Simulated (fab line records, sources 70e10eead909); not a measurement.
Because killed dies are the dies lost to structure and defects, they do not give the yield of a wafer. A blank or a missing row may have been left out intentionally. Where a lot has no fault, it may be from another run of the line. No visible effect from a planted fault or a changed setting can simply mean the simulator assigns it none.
fab line records	flow nand-harc
record: lots: 24	wafers: 72	last-day: 24
route steps=1159 shown P_STI@83 P_GATE@144 P_CONTACT@237 P_M2@340
lots untouched by any fault: they come from a run of this same line in which no faults occurred
start-h: start of the lot's first displayed wafer, in hours after the record's first day	wait-h: how many hours have passed since the lot's step before this one	" unchanged from the row above	L1.1+2: a row that stands for several wafers	- either no value or no given start	* or withheld: withheld	< > ~ a bound
route shown NAME@n: a module of which the file shows steps, and the number in the route of the first	usual: average and standard deviation across the fault-free wafers	same: alike in all rows	chamber/n: place in a boat	sites: each site's reading	_std_site: standard deviation across them	_edge_site: outer sites' mean less inner sites'	radius-mm: how far each site lies from the wafer's centre	mask NAME#n: copy n	behind: the most recent tool/chamber to have shaped the wafer	hold: cause of the lot's hold/its duration in hours/its outcome	device: whichever transistor did not switch (one of n, p or np)	end of line: the route-end tests of the same wafers	a step given without rows: its recipe and nothing more	killed: at the first sort, the dies lost to defects and structure; wafer yield is something else	map: a wafer's dies, marking killed ones x, the rest . and places with no die _
set.NAME: the setting that was run; set.NAME@STEP: the one run at that earlier step	model.NAME: the simulator's own value behind a step, which no gauge read
the route's steps for a sample of lots (tables are steps, rows are wafers)
services: from which hour (start-h, from the record's first day; less than 0 if before it) a tool's chamber was out of use, for how many hours, and why
== steps ==
step: NHARC_P_STI_CD_MEAS_09
recipe: target-cd-nm: 200	landing-energy-ev: 500
usual: cd-nm: 201.5/2
lot.wafer	tool	chamber	start-h	wait-h	cd-nm
L074.2	cd-sem-01	0	36.78	-	200.6
L074.4	"	0	"	"	203.3
L074.6	"	0	"	"	201.0
L076.4	cd-sem-01	0	44.91	-	199.6
L076.5	"	0	"	"	201.6
L076.6	"	0	"	"	203.3
L075.1	cd-sem-03	0	45.07	-	198.5
L075.2	"	0	"	"	198.1
L075.6	"	0	"	"	201.1
L077.1	cd-sem-01	0	58.98	-	196.2
L077.3	"	0	"	"	202.6
L077.5	"	0	"	"	200.0
L078.2	cd-sem-01	0	59.14	-	204.2
L078.4	"	0	"	"	202.5
L078.5	"	0	"	"	202.6
L080.4	cd-sem-02	0	67.62	-	205.9
L080.5	"	0	"	"	201.7
L080.6	"	0	"	"	202.7
L079.4	cd-sem-01	0	67.64	-	201.4
L079.5	"	0	"	"	200.7
L079.6	"	0	"	"	200.5
L081.1	cd-sem-03	0	78.56	-	203.2
L081.3	"	0	"	"	202.7
L081.6	"	0	"	"	201.9
L082.1	cd-sem-03	0	83.09	-	202.7
L082.2	"	0	"	"	201.4
L082.4	"	0	"	"	203.7
L083.1	cd-sem-01	0	89.50	-	203.1
L083.2	"	0	"	"	200.6
L083.3	"	0	"	"	198.6
L084.1	cd-sem-01	0	96.75	-	202.4
L084.2	"	0	"	"	206.1
L084.3	"	0	"	"	201.8
L085.1	cd-sem-01	0	102.22	-	201.5
L085.2	"	0	"	"	203.8
L085.5	"	0	"	"	203.0
L086.3	cd-sem-02	0	107.92	-	201.7
L086.4	"	0	"	"	204.3
L086.5	"	0	"	"	201.8
L087.1	cd-sem-01	0	114.69	-	199.9
L087.2	"	0	"	"	203.5
L087.6	"	0	"	"	201.2
L088.1	cd-sem-01	0	122.30	-	200.4
L088.5	"	0	"	"	202.7
L088.6	"	0	"	"	203.0
L089.1	cd-sem-01	0	122.46	-	201.3
L089.4	"	0	"	"	198.9
L089.5	"	0	"	"	199.9
L090.1	cd-sem-01	0	130.71	-	203.0
L090.5	"	0	"	"	205.2
L090.6	"	0	"	"	204.6
L091.1	cd-sem-01	0	138.62	-	203.5
L091.4	"	0	"	"	200.9
L091.5	"	0	"	"	202.0
L092.1	cd-sem-02	0	146.89	-	201.6
L092.3	"	0	"	"	199.6
L092.5	"	0	"	"	195.5
L093.2	cd-sem-03	0	155.37	-	200.9
L093.3	"	0	"	"	199.7
L093.6	"	0	"	"	202.8
L094.2	cd-sem-01	0	155.53	-	198.5
L094.4	"	0	"	"	200.6
L094.5	"	0	"	"	200.5
L095.1	cd-sem-01	0	161.73	-	201.4
L095.4	"	0	"	"	204.4
L095.5	"	0	"	"	200.7
L097.1	cd-sem-02	0	169.48	-	202.5
L097.2	"	0	"	"	205.3
L097.3	"	0	"	"	201.5
L096.2	cd-sem-01	0	169.64	-	200.4
L096.4	"	0	"	"	202.2
L096.5	"	0	"	"	200.9
step: NHARC_P_GATE_DESCUM_31
recipe: time-s: 3	o2-flow-sccm: 200	ar-flow-sccm: 0	bias-power-w: 0	chemistry: O2
usual: drypump-motor-current-A: 5.7/0.45	oes-product-au: 1.003/0.013	rf-vpp-V: 57.8/0.76	showerhead-plenum-p-Torr: 1.92/0.047	throttle-valve-pct: 11.311/0.0088
lot.wafer	tool	chamber	start-h	wait-h	drypump-motor-current-A	oes-product-au	rf-hours-counter-h	rf-vpp-V	showerhead-plenum-p-Torr	throttle-valve-pct
L074.4	rie-diel-13	2	92.72	0.1	6.1	1.022	23	58.4	1.98	11.292
L074.2	"	0	"	"	5.6	1.009	30	57.4	1.94	11.302
L074.6	"	1	"	"	6.1	1.003	-	56.9	1.91	11.329
L075.1	rie-diel-13	0	96.28	0.1	5.6	1.012	31	57.4	1.94	11.322
L075.2	"	1	"	"	6.1	0.995	33	58.3	1.91	11.309
L075.6	"	2	"	"	6.1	1.030	-	57.6	1.98	11.306
L076.4	rie-diel-13	2	96.53	0.2	6.1	1.026	24	58.0	1.98	11.302
L076.5	"	3	"	"	5.1	0.984	-	57.2	1.89	11.313
L076.6	"	0	"	"	5.6	1.006	-	56.9	1.93	11.319
L078.2	rie-diel-13	2	115.21	0.1	6.2	1.016	2	57.7	1.98	11.315
L078.4	"	3	"	"	5.1	1.021	3	57.1	1.88	11.323
L078.5	"	0	"	"	5.6	1.014	-	58.8	1.93	11.309
L077.3	rie-diel-13	0	115.45	0.1	5.6	1.013	2	58.5	1.93	11.316
L077.1	"	1	"	"	6.1	0.990	2	58.8	1.91	11.313
L077.5	"	1	"	"	6.1	0.977	-	56.9	1.91	11.317
L079.4	rie-diel-13	2	121.15	0.1	6.2	1.008	3	58.5	1.98	11.325
L079.5	"	1	"	"	6.1	0.985	-	58.2	1.91	11.316
L079.6	"	2	"	"	6.2	1.023	-	59.1	1.98	11.312
L080.4	rie-diel-09	2	121.63	0.1	5.4	0.990	19	58.1	1.95	11.311
L080.5	"	2	"	"	5.4	0.999	-	57.1	1.95	11.298
L080.6	"	3	"	"	5.7	0.986	-	57.8	1.87	11.309
L081.1	rie-diel-13	0	133.06	0.1	5.6	1.009	5	59.7	1.93	11.298
L081.3	"	2	"	"	6.1	1.026	5	57.9	1.98	11.306
L081.6	"	3	"	"	5.1	1.008	-	56.1	1.88	11.304
L082.4	rie-diel-13	3	133.25	0.1	5.1	1.009	5	57.8	1.88	11.305
L082.1	"	0	"	"	5.5	1.012	5	57.9	1.93	11.308
L082.2	"	1	"	"	6.1	0.984	5	58.4	1.91	11.309
L084.1	rie-diel-13	2	149.96	0.1	6.1	1.016	7	58.6	1.98	11.298
L084.3	"	0	"	"	5.5	1.002	7	57.9	1.93	11.302
L084.2	"	1	"	"	6.1	0.989	7	57.7	1.91	11.301
L083.3	rie-diel-13	3	150.35	0.1	5.1	1.003	7	57.3	1.88	11.339
L083.2	"	0	"	"	5.6	1.004	7	57.3	1.93	11.306
L083.1	"	1	"	"	6.1	0.988	7	57.6	1.91	11.298
L085.2	rie-diel-11	1	150.70	0.1	5.3	0.996	43	56.7	1.83	11.314
L085.1	"	2	"	"	6.0	0.998	45	57.9	1.99	11.307
L085.5	"	1	"	"	5.4	0.996	-	57.3	1.83	11.316
L086.4	rie-diel-13	0	167.22	0.1	5.6	1.016	10	58.3	1.93	11.320
L086.3	"	1	"	"	6.1	0.993	10	59.1	1.91	11.303
L086.5	"	0	"	"	5.6	1.008	-	56.9	1.93	11.321
L087.2	rie-diel-11	2	167.38	0.1	6.0	0.995	53	56.6	1.98	11.312
L087.1	"	3	"	"	5.0	0.993	54	57.1	1.90	11.312
L087.6	"	1	"	"	5.3	0.995	-	57.2	1.83	11.310
L088.1	rie-diel-11	0	181.31	0.1	6.0	1.011	54	57.4	1.92	11.309
L088.6	"	3	"	"	5.0	1.004	-	57.6	1.90	11.304
L088.5	"	0	"	"	6.0	1.013	-	57.3	1.92	11.306
L089.4	rie-diel-11	2	181.91	0.1	6.0	0.992	56	56.7	1.98	11.317
L089.1	"	0	"	"	6.0	1.013	54	57.0	1.92	11.315
L089.5	"	3	"	"	5.0	1.002	-	57.1	1.90	11.312
L090.1	rie-diel-11	0	187.62	0.1	6.0	1.007	56	57.8	1.92	11.311
L090.5	"	1	"	"	5.3	0.978	-	58.5	1.82	11.318
L090.6	"	2	"	"	6.0	0.981	-	57.6	1.98	11.315
L091.1	rie-diel-09	1	193.50	0.1	6.7	0.999	42	59.2	2.02	11.318
L091.4	"	2	"	"	5.4	0.999	43	56.9	1.94	11.321
L091.5	"	1	"	"	6.8	1.000	-	58.2	2.02	11.298
L092.3	rie-diel-13	3	199.80	0.1	5.0	1.009	18	58.5	1.88	11.300
L092.1	"	0	"	"	5.6	1.020	17	59.0	1.93	11.326
L092.5	"	1	"	"	6.1	0.989	-	57.7	1.90	11.306
L093.2	rie-diel-13	1	206.34	0.1	6.1	0.979	19	58.4	1.90	11.311
L093.3	"	3	"	"	5.0	1.000	19	57.3	1.88	11.327
L093.6	"	1	"	"	6.1	0.979	-	58.1	1.90	11.303
L094.4	rie-diel-13	1	206.96	0.1	6.1	0.986	19	57.7	1.90	11.307
L094.2	"	2	"	"	6.2	1.014	19	59.0	1.97	11.300
L094.5	"	1	"	"	6.1	0.992	-	58.6	1.90	11.316
L095.1	rie-diel-13	0	217.57	0.1	5.6	1.012	20	56.6	1.93	11.318
L095.4	"	2	"	"	6.2	1.008	20	57.9	1.97	11.299
L095.5	"	1	"	"	6.1	0.977	-	57.5	1.90	11.308
L096.4	rie-diel-13	0	220.91	0.1	5.6	1.013	20	58.7	1.93	11.314
L096.2	"	1	"	"	6.1	0.990	20	56.7	1.90	11.314
L096.5	"	1	"	"	6.1	0.990	-	58.5	1.90	11.311
L097.2	rie-diel-11	2	221.07	0.1	6.0	0.995	7	57.3	1.98	11.326
L097.3	"	3	"	"	5.0	0.982	7	58.3	1.90	11.310
L097.1	"	0	"	"	6.0	0.992	6	56.9	1.92	11.315
step: NHARC_P_GATE_STRIP_101
recipe: time-s: 20	o2-flow-sccm: 500	ar-flow-sccm: 0	bias-w: 0	chemistry: O2
usual: drypump-motor-current-A: 5.7/0.46	oes-product-au: 1.002/0.011	rf-vpp-V: 57.8/0.9	showerhead-plenum-p-Torr: 3.55/0.096	throttle-valve-pct: 17.036/0.009
lot.wafer	tool	chamber	start-h	wait-h	drypump-motor-current-A	oes-product-au	rf-hours-counter-h	rf-vpp-V	showerhead-plenum-p-Torr	throttle-valve-pct
L074.2	rie-diel-11	0	103.72	0.1	6.0	1.008	27	58.0	3.56	17.040
L074.4	"	1	"	"	5.3	0.983	27	57.7	3.39	17.042
L074.6	"	3	"	"	5.0	0.999	-	57.6	3.53	17.040
L076.4	rie-diel-11	0	108.03	0.2	6.0	0.999	28	56.8	3.56	17.043
L076.6	"	0	"	"	6.0	1.013	-	57.0	3.55	17.039
L076.5	"	1	"	"	5.3	0.992	-	57.1	3.39	17.037
L075.2	rie-diel-13	0	109.30	0.1	5.6	1.014	1	57.9	3.56	17.042
L075.1	"	1	"	"	6.1	0.987	0	57.8	3.52	17.039
L075.6	"	3	"	"	5.1	1.005	-	56.6	3.48	17.028
L078.2	rie-diel-09	1	126.13	0.1	6.8	0.998	18	59.7	3.72	17.047
L078.4	"	3	"	"	5.7	0.988	18	58.2	3.45	17.031
L078.5	"	1	"	"	6.8	1.007	-	57.3	3.72	17.042
L077.3	rie-diel-09	3	128.71	0.1	5.7	0.986	18	58.2	3.45	17.044
L077.1	"	1	"	"	6.7	0.987	18	57.6	3.72	17.041
L077.5	"	0	"	"	5.5	1.001	-	59.5	3.73	17.041
L079.4	rie-diel-11	2	131.97	0.1	6.0	0.997	39	57.4	3.66	17.021
L079.5	"	1	"	"	5.3	0.996	-	54.9	3.38	17.045
L079.6	"	2	"	"	6.0	0.986	-	59.2	3.66	17.042
L080.4	rie-diel-11	2	132.53	0.1	6.0	0.996	40	56.7	3.66	17.040
L080.6	"	2	"	"	6.0	0.991	-	58.0	3.66	17.042
L080.5	"	3	"	"	5.0	0.999	-	57.0	3.52	17.039
L081.1	rie-diel-13	2	144.14	0.1	6.2	1.014	7	57.1	3.64	17.018
L081.3	"	1	"	"	6.1	1.002	6	57.9	3.52	17.033
L081.6	"	2	"	"	6.2	1.018	-	57.8	3.64	17.024
L082.1	rie-diel-11	0	144.25	0.1	6.0	0.998	43	57.0	3.55	17.045
L082.2	"	1	"	"	5.4	0.989	42	56.9	3.38	17.043
L082.4	"	2	"	"	6.0	0.981	44	58.0	3.66	17.027
L084.3	rie-diel-13	1	160.84	0.1	6.1	0.989	9	58.8	3.52	17.040
L084.2	"	3	"	"	5.1	1.009	9	56.9	3.47	17.032
L084.1	"	0	"	"	5.6	1.001	9	59.5	3.56	17.025
L083.2	rie-diel-11	3	161.31	0.1	5.0	0.997	51	57.9	3.51	17.027
L083.1	"	0	"	"	6.0	1.017	48	57.9	3.54	17.036
L083.3	"	1	"	"	5.4	1.003	47	56.8	3.38	17.046
L085.1	rie-diel-13	3	167.79	0.1	5.1	1.012	10	58.2	3.47	17.031
L085.2	"	1	"	"	6.1	0.981	10	57.6	3.52	17.043
L085.5	"	2	"	"	6.2	1.013	-	56.4	3.64	17.046
L086.3	rie-diel-13	0	178.10	0.1	5.6	1.017	12	58.0	3.56	17.037
L086.4	"	3	"	"	5.1	1.006	12	58.8	3.47	17.030
L086.5	"	1	"	"	6.1	0.987	-	57.4	3.52	17.022
L087.2	rie-diel-13	2	178.23	0.1	6.2	1.012	12	56.5	3.64	17.032
L087.1	"	1	"	"	6.1	0.982	12	56.5	3.52	17.025
L087.6	"	3	"	"	5.1	1.010	-	57.0	3.47	17.033
L088.1	rie-diel-13	3	192.35	0.3	5.1	1.008	15	57.5	3.47	17.021
L088.6	"	0	"	"	5.6	1.015	-	59.2	3.56	17.042
L088.5	"	1	"	"	6.1	0.982	-	58.5	3.51	17.028
L089.4	rie-diel-09	3	192.75	0.1	5.7	1.000	46	57.3	3.43	17.027
L089.1	"	2	"	"	5.4	0.996	43	59.7	3.58	17.031
L089.5	"	0	"	"	5.5	1.006	-	57.3	3.71	17.043
L090.1	rie-diel-13	3	198.79	0.1	5.1	1.005	18	57.3	3.47	17.040
L090.5	"	1	"	"	6.1	0.982	-	57.1	3.51	17.021
L090.6	"	2	"	"	6.1	1.020	-	57.9	3.63	17.034
L091.1	rie-diel-13	1	204.61	0.1	6.2	0.985	19	56.0	3.51	17.033
L091.4	"	3	"	"	5.1	1.009	19	57.5	3.47	17.038
L091.5	"	2	"	"	6.1	1.017	-	57.3	3.63	17.036
L092.3	rie-diel-13	0	213.44	0.1	5.6	1.012	20	59.5	3.55	17.035
L092.1	"	1	"	"	6.1	0.972	20	58.2	3.51	17.022
L092.5	"	0	"	"	5.5	1.017	-	59.1	3.55	17.040
L093.3	rie-diel-13	0	217.33	0.1	5.6	1.014	20	58.0	3.55	17.015
L093.2	"	1	"	"	6.1	0.995	20	58.2	3.51	17.026
L093.6	"	3	"	"	5.1	1.000	-	57.9	3.47	17.036
L094.4	rie-diel-09	2	217.90	0.1	5.4	0.992	53	57.7	3.57	17.030
L094.2	"	3	"	"	5.7	0.998	55	57.2	3.43	17.037
L094.5	"	3	"	"	5.8	1.001	-	57.7	3.43	17.047
L095.1	rie-diel-09	3	228.49	0.1	5.7	1.003	58	56.4	3.42	17.052
L095.4	"	1	"	"	6.7	1.007	56	60.1	3.70	17.027
L095.5	"	0	"	"	5.5	1.014	-	58.2	3.70	17.025
L096.2	rie-diel-11	1	231.78	0.1	5.3	0.997	8	58.2	3.37	17.043
L096.4	"	3	"	"	5.0	0.994	10	57.8	3.50	17.047
L096.5	"	1	"	"	5.3	1.002	-	58.3	3.37	17.021
L097.1	rie-diel-09	0	232.41	0.1	5.5	1.004	57	59.3	3.70	17.043
L097.2	"	1	"	"	6.7	1.007	57	58.7	3.70	17.045
L097.3	"	2	"	"	5.4	0.993	57	59.1	3.57	17.043
step: NHARC_P_GATE_CD_MEAS_59
recipe: target-cd-nm: 720	landing-energy-ev: 500
usual: cd-nm: 721.2/1.7
lot.wafer	tool	chamber	start-h	wait-h	cd-nm
L074.2	cd-sem-03	0	106.76	-	719.8
L074.4	"	0	"	"	719.1
L074.6	"	0	"	"	721.1
L076.4	cd-sem-02	0	110.59	-	723.0
L076.5	"	0	"	"	722.5
L076.6	"	0	"	"	722.6
L075.1	cd-sem-03	0	111.97	-	720.6
L075.2	"	0	"	"	721.2
L075.6	"	0	"	"	721.5
L078.2	cd-sem-02	0	128.68	-	721.8
L078.4	"	0	"	"	718.1
L078.5	"	0	"	"	718.9
L077.1	cd-sem-01	0	131.30	-	720.7
L077.3	"	0	"	"	720.6
L077.5	"	0	"	"	722.5
L079.4	cd-sem-02	0	134.60	-	723.7
L079.5	"	0	"	"	721.9
L079.6	"	0	"	"	719.6
L080.4	cd-sem-03	0	135.37	-	719.3
L080.5	"	0	"	"	718.5
L080.6	"	0	"	"	720.0
L081.1	cd-sem-03	0	146.70	-	720.9
L081.3	"	0	"	"	721.0
L081.6	"	0	"	"	720.3
L082.1	cd-sem-02	0	147.32	-	721.2
L082.2	"	0	"	"	720.2
L082.4	"	0	"	"	719.6
L084.1	cd-sem-02	0	163.40	-	719.9
L084.2	"	0	"	"	719.8
L084.3	"	0	"	"	721.2
L083.1	cd-sem-01	0	163.78	-	722.0
L083.2	"	0	"	"	720.8
L083.3	"	0	"	"	721.1
L085.1	cd-sem-02	0	170.39	-	721.8
L085.2	"	0	"	"	719.5
L085.5	"	0	"	"	718.9
L086.3	cd-sem-02	0	180.65	-	723.0
L086.4	"	0	"	"	719.8
L086.5	"	0	"	"	722.0
L087.1	cd-sem-02	0	180.93	-	723.0
L087.2	"	0	"	"	724.6
L087.6	"	0	"	"	720.9
L088.1	cd-sem-02	0	195.01	-	723.6
L088.5	"	0	"	"	722.0
L088.6	"	0	"	"	723.1
L089.1	cd-sem-01	0	195.30	-	721.8
L089.4	"	0	"	"	720.5
L089.5	"	0	"	"	724.9
L090.1	cd-sem-03	0	201.47	-	718.5
L090.5	"	0	"	"	722.6
L090.6	"	0	"	"	718.9
L091.1	cd-sem-02	0	207.29	-	722.2
L091.4	"	0	"	"	722.0
L091.5	"	0	"	"	722.0
L092.1	cd-sem-02	0	215.98	-	722.2
L092.3	"	0	"	"	719.5
L092.5	"	0	"	"	719.7
L093.2	cd-sem-03	0	219.79	-	721.0
L093.3	"	0	"	"	719.1
L093.6	"	0	"	"	718.0
L094.2	cd-sem-03	0	220.33	-	719.6
L094.4	"	0	"	"	717.3
L094.5	"	0	"	"	719.8
L095.1	cd-sem-02	0	231.05	-	720.5
L095.4	"	0	"	"	722.0
L095.5	"	0	"	"	721.5
L096.2	cd-sem-03	0	234.45	-	721.6
L096.4	"	0	"	"	721.7
L096.5	"	0	"	"	723.4
L097.1	cd-sem-03	0	235.09	-	721.4
L097.2	"	0	"	"	721.5
L097.3	"	0	"	"	721.3
step: NHARC_P_CONTACT_ETCH_36
recipe: target-depth-a: 2600	over-etch-frac: 0.25	time-s: 406.25	ion-energy-ev: 200	n2-flow-sccm: 150	h2-flow-sccm: 150	ar-flow-sccm: 0	rf-w: 400	bias-w: 150	chemistry: N2/H2
usual: drypump-motor-current-A: 5.74/0.29	oes-product-au: 1.004/0.01	rf-vpp-V: 432.5/1.4	showerhead-plenum-p-Torr: 2.11/0.043	throttle-valve-pct: 14.173/0.0094
lot.wafer	tool	chamber	start-h	wait-h	drypump-motor-current-A	oes-product-au	rf-hours-counter-h	rf-vpp-V	showerhead-plenum-p-Torr	throttle-valve-pct
L074.2	rie-diel-10	0	-	-	5.66	1.016	9	432.2	2.08	14.181
L074.4	"	1	"	"	5.40	1.004	10	431.3	2.07	14.168
L074.6	"	3	"	"	5.87	1.002	-	434.0	2.20	14.189
L076.4	rie-diel-02	1	-	-	6.35	1.002	13	431.9	2.12	14.155
L076.6	"	0	"	"	5.83	1.023	-	430.8	2.08	14.175
L076.5	"	1	"	"	6.34	1.012	-	432.9	2.12	14.184
L075.2	rie-diel-10	0	-	-	5.67	1.015	10	431.2	2.08	14.178
L075.1	"	2	"	"	5.58	0.999	10	431.7	2.08	14.192
L075.6	"	3	"	"	5.86	1.010	-	435.4	2.20	14.171
L078.2	rie-diel-02	3	-	-	5.64	0.998	16	432.7	2.16	14.175
L078.4	"	1	"	"	6.36	1.020	15	433.6	2.12	14.171
L078.5	"	2	"	"	5.74	1.012	-	432.8	2.13	14.150
L077.1	rie-diel-02	0	-	-	5.83	0.998	16	432.7	2.07	14.167
L077.3	"	1	"	"	6.37	1.011	16	432.9	2.12	14.191
L077.5	"	1	"	"	6.35	1.006	-	432.5	2.12	14.173
L079.4	rie-diel-10	3	-	-	5.90	1.016	12	436.3	2.20	14.166
L079.5	"	0	"	"	5.68	1.013	-	431.4	2.08	14.164
L079.6	"	1	"	"	5.41	1.000	-	432.2	2.07	14.174
L080.4	rie-diel-02	2	-	-	5.73	1.011	16	431.8	2.12	14.176
L080.5	"	0	"	"	5.85	1.013	-	431.7	2.07	14.170
L080.6	"	1	"	"	6.33	1.021	-	432.5	2.12	14.175
L081.1	rie-diel-10	3	-	-	5.87	1.000	12	435.4	2.20	14.181
L081.3	"	1	"	"	5.42	0.998	13	432.8	2.07	14.177
L081.6	"	0	"	"	5.67	1.009	-	431.0	2.08	14.180
L082.2	rie-diel-04	0	-	-	5.77	0.996	13	434.2	2.13	14.171
L082.1	"	2	"	"	5.59	1.029	11	434.4	2.15	14.166
L082.4	"	3	"	"	6.04	1.016	13	430.4	2.04	14.156
L084.3	rie-diel-10	0	-	-	5.67	1.020	15	431.9	2.08	14.176
L084.1	"	1	"	"	5.41	1.013	15	431.2	2.07	14.164
L084.2	"	2	"	"	5.56	1.008	14	432.9	2.07	14.178
L083.2	rie-diel-02	3	-	-	5.62	0.998	2	435.1	2.16	14.186
L083.1	"	1	"	"	6.36	0.993	2	433.5	2.11	14.189
L083.3	"	2	"	"	5.73	1.012	2	434.0	2.12	14.165
L085.1	rie-diel-02	3	-	-	5.61	1.002	2	432.7	2.15	14.186
L085.2	"	1	"	"	6.35	1.002	3	433.5	2.11	14.190
L085.5	"	1	"	"	6.35	0.999	-	432.5	2.12	14.175
L086.3	rie-diel-02	2	-	-	5.71	1.001	4	433.7	2.12	14.182
L086.4	"	3	"	"	5.65	0.996	-	433.0	2.15	14.181
L086.5	"	1	"	"	6.32	1.001	-	432.6	2.11	14.177
L087.2	rie-diel-04	2	-	-	5.61	1.010	22	432.1	2.14	14.170
L087.1	"	0	"	"	5.72	1.004	25	433.5	2.13	14.166
L087.6	"	3	"	"	6.04	1.015	-	428.4	2.04	14.174
L088.1	rie-diel-10	2	-	-	5.57	0.997	1	433.1	2.07	14.161
L088.6	"	1	"	"	5.40	1.006	-	431.9	2.07	14.170
L088.5	"	2	"	"	5.57	1.001	-	430.9	2.07	14.163
L089.1	rie-diel-04	2	-	-	5.61	1.023	28	433.5	2.14	14.186
L089.4	"	3	"	"	6.06	1.023	32	431.3	2.04	14.164
L089.5	"	0	"	"	5.75	1.004	-	432.7	2.13	14.170
L090.1	rie-diel-10	1	-	-	5.44	1.000	2	432.0	2.07	14.165
L090.5	"	1	"	"	5.44	0.995	-	430.8	2.07	14.177
L090.6	"	2	"	"	5.59	0.998	-	431.1	2.07	14.176
L091.1	rie-diel-02	3	-	-	5.65	0.994	8	433.5	2.15	14.171
L091.5	"	2	"	"	5.72	1.014	-	432.4	2.12	14.169
L091.4	"	1	"	"	6.32	0.995	-	431.4	2.11	14.147
L092.1	rie-diel-10	1	-	-	5.43	0.997	4	432.2	2.07	14.171
L092.3	"	3	"	"	5.88	0.988	4	435.7	2.20	14.171
L092.5	"	0	"	"	5.66	1.001	-	432.9	2.07	14.172
L093.3	rie-diel-10	2	-	-	5.57	0.995	4	430.5	2.07	14.175
L093.2	"	0	"	"	5.66	0.993	3	431.5	2.07	14.162
L093.6	"	2	"	"	5.57	0.998	-	431.6	2.07	14.172
L094.2	rie-diel-02	2	-	-	5.73	1.005	10	432.2	2.12	14.160
L094.5	"	1	"	"	6.36	1.003	-	431.8	2.11	14.170
L094.4	"	3	"	"	5.68	0.990	-	433.8	2.15	14.168
L095.1	rie-diel-10	1	-	-	5.40	0.984	5	431.4	2.07	14.184
L095.4	"	2	"	"	5.56	1.002	5	431.2	2.07	14.171
L095.5	"	1	"	"	5.40	0.997	-	430.8	2.07	14.154
L097.2	rie-diel-10	1	-	-	5.42	0.990	6	431.0	2.07	14.170
L097.3	"	2	"	"	5.55	1.004	6	430.7	2.07	14.170
L097.1	"	0	"	"	5.68	0.998	5	430.9	2.07	14.178
L096.2	rie-diel-02	1	-	-	6.34	1.010	12	431.7	2.11	14.164
L096.5	"	1	"	"	6.38	1.006	-	432.8	2.11	14.163
L096.4	"	2	"	"	5.72	1.009	-	431.1	2.12	14.169
step: NHARC_P_M2_PVD_20
recipe: target-thk-a: 50	bias-v: 168.6	power-w: 15000	chamber-pressure-pa: 0.12	time-s: 8.06	substrate-temp-c: 50	material: TaN
usual: cathode-dc-power-W: 15000/2.9	throttle-valve-pct: 30.2/0.65
lot.wafer	tool	chamber	start-h	wait-h	cathode-dc-power-W	throttle-valve-pct
L074.2	pvd-sputter-03	-	-	-	14997	30.9
L074.4	"	-	"	"	14997	29.8
L074.6	"	-	"	"	14998	30.8
L076.4	pvd-sputter-01	-	-	-	14997	30.5
L076.6	"	-	"	"	15000	30.7
L076.5	"	-	"	"	15002	30.3
L075.1	pvd-sputter-03	-	-	-	15002	29.7
L075.2	"	-	"	"	14998	29.9
L075.6	"	-	"	"	15002	31.0
L078.4	pvd-sputter-01	-	-	-	15004	30.6
L078.2	"	-	"	"	14995	28.9
L078.5	"	-	"	"	14996	30.4
L077.3	pvd-sputter-02	-	-	-	15001	30.1
L077.1	"	-	"	"	14999	29.7
L077.5	"	-	"	"	14998	29.8
L079.4	pvd-sputter-02	-	-	-	15001	30.7
L079.5	"	-	"	"	15004	30.0
L079.6	"	-	"	"	14994	30.2
L080.4	pvd-sputter-03	-	-	-	15000	29.7
L080.6	"	-	"	"	15004	29.8
L080.5	"	-	"	"	15001	29.9
L081.1	pvd-sputter-03	-	-	-	14998	29.8
L081.3	"	-	"	"	15003	29.9
L081.6	"	-	"	"	15000	31.0
L082.1	pvd-sputter-01	-	-	-	15000	28.9
L082.4	"	-	"	"	15003	30.7
L082.2	"	-	"	"	14999	31.2
L084.3	pvd-sputter-01	-	-	-	14996	31.0
L084.1	"	-	"	"	15005	28.9
L084.2	"	-	"	"	15000	30.7
L083.2	pvd-sputter-02	-	-	-	15006	30.0
L083.3	"	-	"	"	15003	29.8
L083.1	"	-	"	"	15000	30.3
L085.1	pvd-sputter-01	-	-	-	14999	31.2
L085.2	"	-	"	"	14998	28.7
L085.5	"	-	"	"	15001	31.1
L086.3	pvd-sputter-02	-	-	-	15003	30.5
L086.4	"	-	"	"	15001	30.2
L086.5	"	-	"	"	14998	29.7
L087.1	pvd-sputter-01	-	-	-	15005	31.1
L087.2	"	-	"	"	14999	30.9
L087.6	"	-	"	"	14997	30.4
L088.1	pvd-sputter-03	-	-	-	14998	30.0
L088.6	"	-	"	"	15001	29.9
L088.5	"	-	"	"	15002	29.6
L089.4	pvd-sputter-03	-	-	-	15000	29.9
L089.1	"	-	"	"	14999	29.8
L089.5	"	-	"	"	14999	29.9
L090.1	pvd-sputter-01	-	-	-	14999	31.1
L090.6	"	-	"	"	15002	31.3
L090.5	"	-	"	"	15001	28.7
L091.4	pvd-sputter-03	-	-	-	15000	29.7
L091.1	"	-	"	"	15002	29.9
L091.5	"	-	"	"	15000	30.0
L092.1	pvd-sputter-02	-	-	-	15001	29.3
L092.3	"	-	"	"	15000	30.4
L092.5	"	-	"	"	14997	30.3
L093.3	pvd-sputter-03	-	-	-	15001	30.9
L093.2	"	-	"	"	14998	29.9
L093.6	"	-	"	"	14999	30.7
L094.2	pvd-sputter-02	-	-	-	15003	30.0
L094.4	"	-	"	"	15002	30.3
L094.5	"	-	"	"	14999	30.4
L095.4	pvd-sputter-03	-	-	-	15000	29.6
L095.1	"	-	"	"	14996	30.8
L095.5	"	-	"	"	14995	29.8
L097.3	pvd-sputter-01	-	-	-	14995	31.2
L097.1	"	-	"	"	14999	29.0
L097.2	"	-	"	"	14997	30.9
L096.4	pvd-sputter-03	-	-	-	14999	29.8
L096.2	"	-	"	"	15004	29.3
L096.5	"	-	"	"	15002	29.6
== services ==
tool	chamber	start-h	hours	kind
rie-diel-02	-	69.80	0.2	repair
rie-diel-09	-	77.10	9.0	pm
rie-diel-11	3	84.31	1.8	repair
rie-diel-11	0	90.82	5.3	repair
rie-diel-13	-	99.00	9.0	pm
pvd-sputter-03	-	102.00	10.0	pm
pvd-sputter-01	-	105.21	0.5	repair
rie-diel-10	3	109.29	4.2	repair
rie-diel-11	2	115.21	4.2	repair
rie-diel-11	-	116.17	0.1	repair
pvd-sputter-01	-	118.62	0.6	repair
rie-diel-09	2	129.31	2.8	repair
rie-diel-02	3	146.40	16.2	repair
rie-diel-09	0	149.63	1.2	repair
rie-diel-02	-	150.70	9.0	pm
rie-diel-02	0	161.30	121.7	repair
rie-diel-02	3	172.27	4.1	repair
rie-diel-10	-	176.50	9.0	pm
rie-diel-11	-	190.85	9.0	pm
rie-diel-10	-	190.90	0.1	repair
rie-diel-10	0	210.45	7.4	repair
rie-diel-11	1	223.95	4.9	repair
rie-diel-13	3	240.82	10.0	repair
rie-diel-13	1	252.75	2.7	repair
== key ==
fault none
